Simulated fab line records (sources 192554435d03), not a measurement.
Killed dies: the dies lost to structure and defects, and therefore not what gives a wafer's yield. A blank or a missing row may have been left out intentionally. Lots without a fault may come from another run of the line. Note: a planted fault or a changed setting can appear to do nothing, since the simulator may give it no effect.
Split-lot study / flow n5_finfet / on a route of 1938 steps: 7 lots, 39 wafers read

ON THE SPLIT
At N5_BEOL_M7_ILD_DEP_00 (deposits SiCOH lowk from DEMS/porogen, target thk 179.75 nm, time 33.4 s), the setting time_s was moved away from the recipe's 33.4 s on 15 of the 39 wafers read, by +21.4% to +60.0%. All remaining wafers had this setting at the recipe value.

FROM THE SPLIT ON TO THE READING: in between, the file shows 1 step
- N5_BEOL_M7_CURE_74: cures SiCOH lowk, time 240 s

THE READING
M7_ILD_THK (nm), taken at N5_BEOL_M7_THK_MEAS_01. Typical for fault-free wafers on this fab line: 155.4 nm, with standard deviation 2.5 nm.

wafer=L075.1; tool, chamber at the split=pecvd-04, 0; time_s as run, s=33.4; against the recipe=recipe; M7_ILD_THK, nm=153.0; against lot-mates on the recipe=-
wafer=L075.2; tool, chamber at the split=pecvd-04, 1; time_s as run, s=33.4; against the recipe=recipe; M7_ILD_THK, nm=154.6; against lot-mates on the recipe=-
wafer=L075.3; tool, chamber at the split=pecvd-04, 2; time_s as run, s=53.43; against the recipe=+60.0%; M7_ILD_THK, nm=247.1; against lot-mates on the recipe=+92.9
wafer=L075.4; tool, chamber at the split=pecvd-04, 1; time_s as run, s=33.4; against the recipe=recipe; M7_ILD_THK, nm=154.9; against lot-mates on the recipe=-
wafer=L075.5; tool, chamber at the split=pecvd-04, 0; time_s as run, s=53.43; against the recipe=+60.0%; M7_ILD_THK, nm=247.0; against lot-mates on the recipe=+92.8
wafer=L075.6; tool, chamber at the split=pecvd-04, 2; time_s as run, s=53.43; against the recipe=+60.0%; M7_ILD_THK, nm=249.6; against lot-mates on the recipe=+95.4
wafer=L077.1; tool, chamber at the split=pecvd-03, 2; time_s as run, s=33.4; against the recipe=recipe; M7_ILD_THK, nm=153.8; against lot-mates on the recipe=-
wafer=L077.2; tool, chamber at the split=pecvd-03, 1; time_s as run, s=33.4; against the recipe=recipe; M7_ILD_THK, nm=154.7; against lot-mates on the recipe=-
wafer=L077.3; tool, chamber at the split=pecvd-03, 0; time_s as run, s=40.56; against the recipe=+21.4%; M7_ILD_THK, nm=184.4; against lot-mates on the recipe=+29.4
wafer=L077.4; tool, chamber at the split=pecvd-03, 1; time_s as run, s=40.56; against the recipe=+21.4%; M7_ILD_THK, nm=189.0; against lot-mates on the recipe=+34.0
wafer=L077.5; tool, chamber at the split=pecvd-03, 0; time_s as run, s=40.56; against the recipe=+21.4%; M7_ILD_THK, nm=187.3; against lot-mates on the recipe=+32.3
wafer=L077.6; tool, chamber at the split=pecvd-03, 2; time_s as run, s=33.4; against the recipe=recipe; M7_ILD_THK, nm=156.5; against lot-mates on the recipe=-
wafer=L078.1; tool, chamber at the split=pecvd-03, 0; time_s as run, s=51.98; against the recipe=+55.6%; M7_ILD_THK, nm=239.8; against lot-mates on the recipe=+82.8
wafer=L078.2; tool, chamber at the split=pecvd-03, 2; time_s as run, s=33.4; against the recipe=recipe; M7_ILD_THK, nm=156.1; against lot-mates on the recipe=-
wafer=L078.3; tool, chamber at the split=pecvd-03, 1; time_s as run, s=33.4; against the recipe=recipe; M7_ILD_THK, nm=155.7; against lot-mates on the recipe=-
wafer=L078.4; tool, chamber at the split=pecvd-03, 0; time_s as run, s=51.98; against the recipe=+55.6%; M7_ILD_THK, nm=242.6; against lot-mates on the recipe=+85.6
wafer=L078.5; tool, chamber at the split=pecvd-03, 2; time_s as run, s=51.98; against the recipe=+55.6%; M7_ILD_THK, nm=244.4; against lot-mates on the recipe=+87.4
wafer=L078.6; tool, chamber at the split=pecvd-03, 1; time_s as run, s=33.4; against the recipe=recipe; M7_ILD_THK, nm=159.2; against lot-mates on the recipe=-
wafer=L079.1; tool, chamber at the split=pecvd-02, 0; time_s as run, s=33.4; against the recipe=recipe; M7_ILD_THK, nm=152.8; against lot-mates on the recipe=-
wafer=L079.4; tool, chamber at the split=pecvd-02, 1; time_s as run, s=33.4; against the recipe=recipe; M7_ILD_THK, nm=155.9; against lot-mates on the recipe=-
wafer=L079.5; tool, chamber at the split=pecvd-02, 0; time_s as run, s=33.4; against the recipe=recipe; M7_ILD_THK, nm=154.2; against lot-mates on the recipe=-
wafer=L084.1; tool, chamber at the split=pecvd-04, 0; time_s as run, s=33.4; against the recipe=recipe; M7_ILD_THK, nm=153.2; against lot-mates on the recipe=-
wafer=L084.2; tool, chamber at the split=pecvd-04, 2; time_s as run, s=47.1; against the recipe=+41.0%; M7_ILD_THK, nm=219.3; against lot-mates on the recipe=+63.3
wafer=L084.3; tool, chamber at the split=pecvd-04, 1; time_s as run, s=33.4; against the recipe=recipe; M7_ILD_THK, nm=154.2; against lot-mates on the recipe=-
wafer=L084.4; tool, chamber at the split=pecvd-04, 0; time_s as run, s=47.1; against the recipe=+41.0%; M7_ILD_THK, nm=217.9; against lot-mates on the recipe=+61.9
wafer=L084.5; tool, chamber at the split=pecvd-04, 1; time_s as run, s=47.1; against the recipe=+41.0%; M7_ILD_THK, nm=219.8; against lot-mates on the recipe=+63.8
wafer=L084.6; tool, chamber at the split=pecvd-04, 2; time_s as run, s=33.4; against the recipe=recipe; M7_ILD_THK, nm=160.7; against lot-mates on the recipe=-
wafer=L086.1; tool, chamber at the split=pecvd-04, 1; time_s as run, s=50.68; against the recipe=+51.7%; M7_ILD_THK, nm=231.0; against lot-mates on the recipe=+75.1
wafer=L086.2; tool, chamber at the split=pecvd-04, 2; time_s as run, s=33.4; against the recipe=recipe; M7_ILD_THK, nm=157.6; against lot-mates on the recipe=-
wafer=L086.3; tool, chamber at the split=pecvd-04, 0; time_s as run, s=33.4; against the recipe=recipe; M7_ILD_THK, nm=151.9; against lot-mates on the recipe=-
wafer=L086.4; tool, chamber at the split=pecvd-04, 1; time_s as run, s=33.4; against the recipe=recipe; M7_ILD_THK, nm=158.2; against lot-mates on the recipe=-
wafer=L086.5; tool, chamber at the split=pecvd-04, 0; time_s as run, s=50.68; against the recipe=+51.7%; M7_ILD_THK, nm=233.5; against lot-mates on the recipe=+77.6
wafer=L086.6; tool, chamber at the split=pecvd-04, 2; time_s as run, s=50.68; against the recipe=+51.7%; M7_ILD_THK, nm=237.4; against lot-mates on the recipe=+81.5
wafer=L092.1; tool, chamber at the split=pecvd-03, 1; time_s as run, s=33.4; against the recipe=recipe; M7_ILD_THK, nm=155.0; against lot-mates on the recipe=-
wafer=L092.2; tool, chamber at the split=pecvd-03, 0; time_s as run, s=33.4; against the recipe=recipe; M7_ILD_THK, nm=152.7; against lot-mates on the recipe=-
wafer=L092.3; tool, chamber at the split=pecvd-03, 2; time_s as run, s=33.4; against the recipe=recipe; M7_ILD_THK, nm=151.6; against lot-mates on the recipe=-
wafer=L092.4; tool, chamber at the split=pecvd-03, 2; time_s as run, s=33.4; against the recipe=recipe; M7_ILD_THK, nm=152.5; against lot-mates on the recipe=-
wafer=L092.5; tool, chamber at the split=pecvd-03, 1; time_s as run, s=33.4; against the recipe=recipe; M7_ILD_THK, nm=154.5; against lot-mates on the recipe=-
wafer=L092.6; tool, chamber at the split=pecvd-03, 0; time_s as run, s=33.4; against the recipe=recipe; M7_ILD_THK, nm=155.7; against lot-mates on the recipe=-

THE FIT
A straight line over all 39 wafers: M7_ILD_THK changes by +1.55 nm for each +1% of time_s; r = +1.00; the points scatter about the line by 2.2 nm.
The same after taking each lot's own level away (the mean of its wafers on the recipe; 39 wafers): +1.54 nm for each +1%; r = +1.00; scatter 2 nm.
Per that fit: largest time_s move, reading shift of 92 nm.
Across the lots, their own levels run from 153.67 to 157.00 nm, a range of 1.3 times the standard deviation given above.
Consequently the slope shifts little with the lot-to-lot level, the two slopes agreeing.
Check: +92 nm against its lot-mates is what the line predicts for one of the wafers moved furthest among these (+60.0%) when that wafer is left out of the fit. Against them it came out at +92.9 nm.

THE WHOLE CHAIN: every reading that the file lists as answering this split, in the file's order
step=N5_BEOL_M7_ILD_DEP_00; what it does=deposits SiCOH lowk from DEMS/porogen, target thk 179.75 nm, time 33.4 s; reading=SiCOH_lowk_of_BEOL_M7_ILD_DEP_00.thk_nm (the simulator's own value, which no gauge read); change (the file's fit)=+1.75 nm for each +1% of the setting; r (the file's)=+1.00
step=N5_BEOL_M7_CURE_74; what it does=cures SiCOH lowk, time 240 s; reading=SiCOH_lowk_of_BEOL_M7_ILD_DEP_00.thk_nm (the simulator's own value, which no gauge read); change (the file's fit)=+1.54 nm for each +1% of the setting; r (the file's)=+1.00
step=N5_BEOL_M7_THK_MEAS_01; what it does=; reading=M7_ILD_THK; change (the file's fit)=+1.53 for each +1% of the setting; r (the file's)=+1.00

FILE'S OWN FIT
M7_ILD_THK changes by +1.53 nm for each +1% of time_s, r = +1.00.
